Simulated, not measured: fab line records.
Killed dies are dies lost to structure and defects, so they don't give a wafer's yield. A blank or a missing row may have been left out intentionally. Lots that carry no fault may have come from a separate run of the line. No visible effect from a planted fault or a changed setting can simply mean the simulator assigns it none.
A sampling plan put to the test || flow n5 finfet || one fab line, 15 faults that these records tell of, each judged on the records of the lots that it struck
What counts as the plan is the set of the line's own looks, namely the steps on the route at which a gauge or an inspection reads a wafer and does not change it. Where struck wafers have a number at a look and the file lists that look's usual mean and standard deviation on fault-free wafers, the look can be judged. Caught: at a look after the fault's first step, the mean of the struck wafers lies 4 or more of those standard deviations (sigma) from the usual mean. On the tool: the same test on the tool's own readings at the fault's steps. Also counted as caught: the struck wafers showing another recipe, or a record that is empty for them alone.

== THE FAULTS, as the simulator had put them in ==
1. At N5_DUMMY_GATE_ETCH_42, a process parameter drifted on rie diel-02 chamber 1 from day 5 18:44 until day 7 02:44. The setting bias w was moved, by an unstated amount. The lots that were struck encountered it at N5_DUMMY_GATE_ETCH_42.
2. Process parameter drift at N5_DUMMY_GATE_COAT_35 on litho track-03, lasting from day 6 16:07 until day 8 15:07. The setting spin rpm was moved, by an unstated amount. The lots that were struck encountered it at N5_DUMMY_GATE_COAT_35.
3. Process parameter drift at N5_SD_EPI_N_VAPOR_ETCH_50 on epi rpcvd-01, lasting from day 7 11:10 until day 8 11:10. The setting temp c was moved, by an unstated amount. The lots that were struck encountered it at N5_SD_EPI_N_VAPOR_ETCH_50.
4. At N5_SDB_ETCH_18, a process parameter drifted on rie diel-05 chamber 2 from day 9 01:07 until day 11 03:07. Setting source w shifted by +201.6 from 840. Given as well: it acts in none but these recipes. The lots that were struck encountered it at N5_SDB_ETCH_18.
5. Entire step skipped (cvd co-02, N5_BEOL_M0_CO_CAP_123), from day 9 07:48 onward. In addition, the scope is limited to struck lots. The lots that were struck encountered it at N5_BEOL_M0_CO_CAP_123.
6. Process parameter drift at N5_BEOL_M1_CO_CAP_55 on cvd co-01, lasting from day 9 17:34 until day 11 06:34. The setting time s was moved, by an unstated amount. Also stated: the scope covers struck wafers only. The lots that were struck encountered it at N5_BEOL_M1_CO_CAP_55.
7. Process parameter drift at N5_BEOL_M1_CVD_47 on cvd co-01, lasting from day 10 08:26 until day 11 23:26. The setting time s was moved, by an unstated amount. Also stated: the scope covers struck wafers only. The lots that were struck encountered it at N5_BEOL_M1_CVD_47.
8. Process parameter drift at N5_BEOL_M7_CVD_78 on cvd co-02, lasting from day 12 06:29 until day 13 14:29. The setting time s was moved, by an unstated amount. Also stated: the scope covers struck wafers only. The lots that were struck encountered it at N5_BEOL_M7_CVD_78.
9. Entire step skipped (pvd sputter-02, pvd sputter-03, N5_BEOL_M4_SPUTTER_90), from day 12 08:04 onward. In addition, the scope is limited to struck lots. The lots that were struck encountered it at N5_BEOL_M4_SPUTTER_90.
10. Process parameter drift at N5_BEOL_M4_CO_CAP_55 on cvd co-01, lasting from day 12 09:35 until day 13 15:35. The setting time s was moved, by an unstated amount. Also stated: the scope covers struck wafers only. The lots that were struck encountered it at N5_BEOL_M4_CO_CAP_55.
11. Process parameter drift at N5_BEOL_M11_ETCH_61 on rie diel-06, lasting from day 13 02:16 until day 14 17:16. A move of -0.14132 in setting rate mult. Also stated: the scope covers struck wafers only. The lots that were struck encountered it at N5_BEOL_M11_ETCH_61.
12. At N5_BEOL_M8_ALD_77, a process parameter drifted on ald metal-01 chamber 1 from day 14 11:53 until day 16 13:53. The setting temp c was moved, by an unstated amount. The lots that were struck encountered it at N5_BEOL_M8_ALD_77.
13. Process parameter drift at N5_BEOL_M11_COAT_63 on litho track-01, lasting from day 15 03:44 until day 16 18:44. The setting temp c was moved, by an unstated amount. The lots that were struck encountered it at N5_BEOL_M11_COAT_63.
14. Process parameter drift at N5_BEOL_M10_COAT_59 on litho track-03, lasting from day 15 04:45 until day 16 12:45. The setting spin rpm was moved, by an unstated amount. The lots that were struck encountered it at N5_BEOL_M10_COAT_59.
15. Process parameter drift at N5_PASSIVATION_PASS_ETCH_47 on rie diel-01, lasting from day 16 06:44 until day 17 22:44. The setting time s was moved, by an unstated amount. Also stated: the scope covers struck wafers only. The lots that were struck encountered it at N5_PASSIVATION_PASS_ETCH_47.

== WHAT THE PLAN SAW ==
{"fault": 1, "on the tool itself": "bias w -67 sigma", "first look that catches it": "not the one look that can be judged after it", "reading, sigma": "-", "median hours from its first step to that look": "-", "hours from the fault's start to the first struck lot there": "-", "judged looks passed uncaught": 1}
{"fault": 2, "on the tool itself": "spin speed rpm -70 sigma", "first look that catches it": "none of the 2 looks that can be judged after it", "reading, sigma": "-", "median hours from its first step to that look": "-", "hours from the fault's start to the first struck lot there": "-", "judged looks passed uncaught": 2}
{"fault": 3, "on the tool itself": "susceptor temp C -37 sigma", "first look that catches it": "N5_BEOL_M4_RC_MEAS_101", "reading, sigma": "REXT_N +6.4", "median hours from its first step to that look": 129.4, "hours from the fault's start to the first struck lot there": 143, "judged looks passed uncaught": 0}
{"fault": 4, "on the tool itself": "rf fwd power W +80 sigma", "first look that catches it": "not the one look that can be judged after it", "reading, sigma": "-", "median hours from its first step to that look": "-", "hours from the fault's start to the first struck lot there": "-", "judged looks passed uncaught": 1}
{"fault": 5, "on the tool itself": "the tool's record is blank for the struck wafers", "first look that catches it": "not the one look that can be judged after it", "reading, sigma": "-", "median hours from its first step to that look": "-", "hours from the fault's start to the first struck lot there": "-", "judged looks passed uncaught": 1}
{"fault": 6, "on the tool itself": "run length s -62 sigma", "first look that catches it": "not the one look that can be judged after it", "reading, sigma": "-", "median hours from its first step to that look": "-", "hours from the fault's start to the first struck lot there": "-", "judged looks passed uncaught": 1}
{"fault": 7, "on the tool itself": "run length s +99 or beyond sigma", "first look that catches it": "not the one look that can be judged after it", "reading, sigma": "-", "median hours from its first step to that look": "-", "hours from the fault's start to the first struck lot there": "-", "judged looks passed uncaught": 1}
{"fault": 8, "on the tool itself": "run length s +99 or beyond sigma", "first look that catches it": "no look after it can be judged", "reading, sigma": "-", "median hours from its first step to that look": "-", "hours from the fault's start to the first struck lot there": "-", "judged looks passed uncaught": 0}
{"fault": 9, "on the tool itself": "the tool's record is blank for the struck wafers", "first look that catches it": "not the one look that can be judged after it", "reading, sigma": "-", "median hours from its first step to that look": "-", "hours from the fault's start to the first struck lot there": "-", "judged looks passed uncaught": 1}
{"fault": 10, "on the tool itself": "run length s +99 or beyond sigma", "first look that catches it": "not the one look that can be judged after it", "reading, sigma": "-", "median hours from its first step to that look": "-", "hours from the fault's start to the first struck lot there": "-", "judged looks passed uncaught": 1}
{"fault": 11, "on the tool itself": "etch rf on time s +4.9 sigma", "first look that catches it": "no look after it can be judged", "reading, sigma": "-", "median hours from its first step to that look": "-", "hours from the fault's start to the first struck lot there": "-", "judged looks passed uncaught": 0}
{"fault": 12, "on the tool itself": "susceptor temp C +99 or beyond sigma", "first look that catches it": "no look after it can be judged", "reading, sigma": "-", "median hours from its first step to that look": "-", "hours from the fault's start to the first struck lot there": "-", "judged looks passed uncaught": 0}
{"fault": 13, "on the tool itself": "plate temp C -99 or beyond sigma", "first look that catches it": "no look after it can be judged", "reading, sigma": "-", "median hours from its first step to that look": "-", "hours from the fault's start to the first struck lot there": "-", "judged looks passed uncaught": 0}
{"fault": 14, "on the tool itself": "spin speed rpm +54 sigma", "first look that catches it": "no look after it can be judged", "reading, sigma": "-", "median hours from its first step to that look": "-", "hours from the fault's start to the first struck lot there": "-", "judged looks passed uncaught": 0}
{"fault": 15, "on the tool itself": "run length s -59 sigma", "first look that catches it": "not the one look that can be judged after it", "reading, sigma": "-", "median hours from its first step to that look": "-", "hours from the fault's start to the first struck lot there": "-", "judged looks passed uncaught": 1}
A dash: the fault is not caught, or the number is missing from these records.

Caught at a look: 1 of 15. Caught on the tool: 15 of 15. By one or the other: 15 of 15.
On the tool alone, faults 1, 2, 4, 5, 6, 7, 8, 9, 10, 11, 12, 13, 14, 15 were caught.

== THINNER SAMPLING ==
If the look that catches a fault measured only every second or every third lot, by lot number, the first struck lot would be measured this late in the worst case:
{"fault": 3, "struck lots at that look, in order of time": "L294, L296", "every lot": "143 h", "every second lot": "may miss all 2", "every third lot": "may miss all 2"}
Hours: fault start to first struck lot measured. The test against the limit of 4 sigma pooled every struck wafer, which means one lot taken alone may stay below that limit. Other struck lots may not be in these records.

== THE LONGEST TIMED WAY FROM STEP TO LOOK ==
For fault 3, N5_SD_EPI_N_VAPOR_ETCH_50 and N5_BEOL_M4_RC_MEAS_101 are separated by a median of 129.4 hours. No look between them can be judged.
